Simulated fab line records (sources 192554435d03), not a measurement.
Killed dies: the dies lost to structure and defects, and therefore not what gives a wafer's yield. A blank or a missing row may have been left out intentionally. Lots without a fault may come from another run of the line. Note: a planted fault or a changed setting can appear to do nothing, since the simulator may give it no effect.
Split-lot experiment | flow n5Finfet | 21 wafers read across 7 lots, on a route 1938 steps long

ON THE SPLIT
At N5_MIM_BOT_SPUTTER_00 (material TiN, target thk 35 nm, time 89.7 s), the setting timeS was moved away from the recipe's 89.7 s on 4 of the 21 wafers read, by -7.3% to +4.6%. All remaining wafers had this setting at the recipe value.

The split's own step is where the reading is taken.

THE READING
TiN_of_MIM_BOT_SPUTTER_00.thkNm (the simulator's own value, which no gauge read), in nm, at N5_MIM_BOT_SPUTTER_00 (material TiN, target thk 35 nm, time 89.7 s). No usual value for it is given in the file. Across the 17 wafers here that went through the recipe, the average is 35.2 nm and the standard deviation 0.32 nm.

wafer  | tool, chamber at the split | timeS as run, s | against the recipe | TiN_of_MIM_BOT_SPUTTER_00.thkNm, nm | against lot-mates on the recipe
L076.1 | pvdSputter-02, -           | 89.7            | recipe             | 34.8                                | -
L076.2 | pvdSputter-02, -           | 89.7            | recipe             | 35                                  | -
L076.6 | pvdSputter-02, -           | 83.18           | -7.3%              | 33                                  | -1.9
L081.2 | pvdSputter-03, -           | 89.7            | recipe             | 34.8                                | -
L081.5 | pvdSputter-03, -           | 89.7            | recipe             | 35.6                                | -
L081.6 | pvdSputter-03, -           | 89.7            | recipe             | 35                                  | -
L086.3 | pvdSputter-01, -           | 89.7            | recipe             | 35.6                                | -
L086.4 | pvdSputter-01, -           | 84.35           | -6.0%              | 33.2                                | -2.3
L086.5 | pvdSputter-01, -           | 89.7            | recipe             | 35.4                                | -
L089.2 | pvdSputter-01, -           | 89.7            | recipe             | 35.4                                | -
L089.3 | pvdSputter-01, -           | 89.7            | recipe             | 35.6                                | -
L089.4 | pvdSputter-01, -           | 89.7            | recipe             | 35.6                                | -
L091.3 | pvdSputter-03, -           | 89.7            | recipe             | 35                                  | -
L091.5 | pvdSputter-03, -           | 89.7            | recipe             | 35                                  | -
L091.4 | pvdSputter-03, -           | 89.7            | recipe             | 34.6                                | -
L095.2 | pvdSputter-03, -           | 93.59           | +4.3%              | 37.4                                | +2.3
L095.4 | pvdSputter-03, -           | 89.7            | recipe             | 35                                  | -
L095.6 | pvdSputter-03, -           | 89.7            | recipe             | 35.2                                | -
L097.1 | pvdSputter-03, -           | 93.86           | +4.6%              | 36.8                                | +1.7
L097.3 | pvdSputter-03, -           | 89.7            | recipe             | 34.8                                | -
L097.6 | pvdSputter-03, -           | 89.7            | recipe             | 35.4                                | -

THE FIT
A straight line over all 21 wafers: TiN_of_MIM_BOT_SPUTTER_00.thkNm changes by +0.349 nm for each +1% of timeS; r = +0.93; the points scatter about the line by 0.35 nm.
The same after taking each lot's own level away (the mean of its wafers on the recipe; 21 wafers): +0.355 nm for each +1%; r = +0.95; scatter 0.3 nm.
Per that fit: largest timeS move, reading shift of 2.6 nm.
The span of the lots' own levels, 34.87 to 35.53 nm, comes to 2.1 times the standard deviation stated above.
Hence the lot-to-lot level has little effect on the slope; both slopes agree.
Check: with one of the wafers moved furthest among these (-7.3%) left out of the fit, the line predicts -3 nm for it against its lot-mates. Against them it came out at -1.9 nm.

FURTHER SPLITS ON THESE WAFERS
Other splits were also applied to these wafers ahead of the reading. Each is held against what the fit with the lots' levels taken away leaves over:
other split on the same wafers   | wafers away from the commonest value | r with TiN_of_MIM_BOT_SPUTTER_00.thkNm (lot level and that fit taken away)
N5_BEOL_M14_ETCH_68 timeS        | 7                                    | -0.25
N5_BEOL_M15_PEB_26 pebTempC      | 9                                    | +0.10
N5_BEOL_M15_TRENCH_ETCH_34 biasW | 6                                    | -0.32
N5_PASSIVATION_PECVD_00 timeS    | 8                                    | -0.09

THE FILE'S OWN FIT
TiN_of_MIM_BOT_SPUTTER_00.thkNm changes by +0.353 nm for each +1% of timeS, r = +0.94.
